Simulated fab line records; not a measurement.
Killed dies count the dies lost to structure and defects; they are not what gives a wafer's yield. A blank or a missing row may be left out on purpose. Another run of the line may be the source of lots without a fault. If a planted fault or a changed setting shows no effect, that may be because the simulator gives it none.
Split-lot trial + flow n5Finfet + 7 lots, 21 wafers read, on a route of 1938 steps

THE SPLIT ITSELF
At N5_BEOL_M8_EXPOSE_08 (exposes mask M8), the setting doseMj was moved away from the recipe's 68.25 on 10 of the 21 wafers read, by -4.8% to +6.3%. This setting was run at the recipe's value on the other wafers.

FROM THE SPLIT TO THE READING: what the file shows between them, 15 steps
- N5_BEOL_M8_PEB_09: peb time 60 s
- N5_BEOL_M8_DEVELOP_10: develop time 30 s
- N5_BEOL_M8_CD_MEAS_11: target cd 38.5 nm
- N5_BEOL_M8_DESCUM_16: chemistry O2, time 7.9 s
- N5_BEOL_M8_ETCH_61: etches SiARC in CF4, target depth 45.5 nm, time 75.8 s
- N5_BEOL_M8_ETCH_62: etches SOC in N2/H2, target depth 110 nm, overetch 22 nm, time 165 s (also split here: biasW)
- N5_BEOL_M8_STRIP_68: strips in N2/H2
- N5_BEOL_M8_STRIP_67: strips in CF4
- N5_BEOL_M8_HM_OPEN_17: chemistry Cl2/BCl3, target TiN, target depth 20 nm, overetch 6 nm
- N5_BEOL_M8_STRIP_19: strips in O2
- N5_BEOL_M8_CD_MEAS_18: pitch 80 nm, target cd 40 nm
- N5_BEOL_M8_COAT_63: time 60 s, resist thk 60 nm
- N5_BEOL_M8_COAT_64: time 60 s, resist thk 12 nm
- N5_BEOL_M8_PRECLEAN_42: cleans in residue remover, time 60 s
- N5_BEOL_M8_SRD_43: time 30 s

THE READING
cdNm (nm) at N5_BEOL_M8_CD_MEAS_35, where the cd target is 40 nm. A value of 39.9 nm with a standard deviation of 0.61 nm is what fault-free wafers of this fab line usually give.

| wafer  | tool, chamber at the split | doseMj as run | against the recipe | cdNm, nm | against lot-mates on the recipe |
|--------|----------------------------|---------------|--------------------|----------|---------------------------------|
| L081.2 | arfiScanner-01, 0          | 68.25         | recipe             | 39.9     | -                               |
| L081.5 | arfiScanner-01, 0          | 71.79         | +5.2%              | 42.5     | +2.6                            |
| L081.6 | arfiScanner-01, 0          | 71.79         | +5.2%              | 42.1     | +2.2                            |
| L085.1 | arfiScanner-03, 0          | 68.25         | recipe             | 40.1     | -                               |
| L085.2 | arfiScanner-03, 0          | 72.47         | +6.2%              | 42.9     | +3.1                            |
| L085.6 | arfiScanner-03, 0          | 68.25         | recipe             | 39.5     | -                               |
| L083.2 | arfiScanner-03, 0          | 68.25         | recipe             | 39.0     | -                               |
| L083.4 | arfiScanner-03, 0          | 71.23         | +4.4%              | 41.6     | +2.6                            |
| L083.5 | arfiScanner-03, 0          | 71.23         | +4.4%              | 42.1     | +3.1                            |
| L089.3 | arfiScanner-01, 0          | 68.25         | recipe             | 39.0     | -                               |
| L089.5 | arfiScanner-01, 0          | 70.48         | +3.3%              | 41.2     | +2.2                            |
| L089.6 | arfiScanner-01, 0          | 70.48         | +3.3%              | 41.3     | +2.3                            |
| L086.3 | arfiScanner-02, 0          | 68.25         | recipe             | 40.3     | -                               |
| L086.5 | arfiScanner-02, 0          | 68.25         | recipe             | 39.3     | -                               |
| L086.6 | arfiScanner-02, 0          | 72.52         | +6.3%              | 42.9     | +3.1                            |
| L090.2 | arfiScanner-02, 0          | 64.97         | -4.8%              | 37.8     | -1.9                            |
| L090.4 | arfiScanner-02, 0          | 68.25         | recipe             | 39.7     | -                               |
| L090.6 | arfiScanner-02, 0          | 64.97         | -4.8%              | 37.5     | -2.2                            |
| L096.2 | arfiScanner-03, 0          | 68.25         | recipe             | 38.5     | -                               |
| L096.3 | arfiScanner-03, 0          | 68.25         | recipe             | 40.0     | -                               |
| L096.5 | arfiScanner-03, 0          | 68.25         | recipe             | 39.8     | -                               |

THE FIT
A straight line over all 21 wafers: cdNm changes by +0.491 nm for each +1% of doseMj; r = +0.96; the points scatter about the line by 0.44 nm.
The same after taking each lot's own level away (the mean of its wafers on the recipe; 21 wafers): +0.502 nm for each +1%; r = +0.96; scatter 0.45 nm.
Per that fit: largest doseMj move, reading shift of 3.1 nm.
The lots' own levels span 39.00 to 39.90 nm, that is 1.5 times the standard deviation above.
Consequently the slope shifts little with the lot-to-lot level, the two slopes agreeing.
Check: +3.31 nm against its lot-mates is what the line predicts for one of the wafers moved furthest among these (+6.3%) when that wafer is left out of the fit. It came out at +3.1 nm against them.

OTHER SPLITS ON THESE WAFERS
Other splits were also applied to these wafers ahead of the reading. Each is held against what the fit with the lots' levels taken away leaves over:
| other split on the same wafers | wafers away from the commonest value | r with cdNm (lot level and that fit taken away) |
|--------------------------------|--------------------------------------|-------------------------------------------------|
| N5_BEOL_M7_DESCUM_33 timeS     | 9                                    | -0.14                                           |
| N5_BEOL_M8_ETCH_62 biasW       | 5                                    | +0.04                                           |

THE WHOLE CHAIN: every reading that the file lists as answering this split, in the file's order
| step                  | what it does                                                         | reading                                                             | change (the file's fit)               | r (the file's) |
|-----------------------|----------------------------------------------------------------------|---------------------------------------------------------------------|---------------------------------------|----------------|
| N5_BEOL_M8_CD_MEAS_11 | target cd 38.5 nm                                                    | cdNm                                                                | +0.509 nm for each +1% of the setting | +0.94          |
| N5_BEOL_M8_ETCH_61    | etches SiARC in CF4, target depth 45.5 nm, time 75.8 s               | BEOL_M8.cdOffsetNm (the simulator's own value, which no gauge read) | +0.489 nm for each +1% of the setting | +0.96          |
| N5_BEOL_M8_ETCH_62    | etches SOC in N2/H2, target depth 110 nm, overetch 22 nm, time 165 s | BEOL_M8.cdOffsetNm (the simulator's own value, which no gauge read) | +0.518 nm for each +1% of the setting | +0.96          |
| N5_BEOL_M8_CD_MEAS_18 | pitch 80 nm, target cd 40 nm                                         | cdNm                                                                | +0.521 nm for each +1% of the setting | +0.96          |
| N5_BEOL_M8_CD_MEAS_35 | target cd 40 nm                                                      | cdNm                                                                | +0.514 nm for each +1% of the setting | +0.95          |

FILE'S OWN FIT
cdNm changes by +0.514 nm for each +1% of doseMj, r = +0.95.
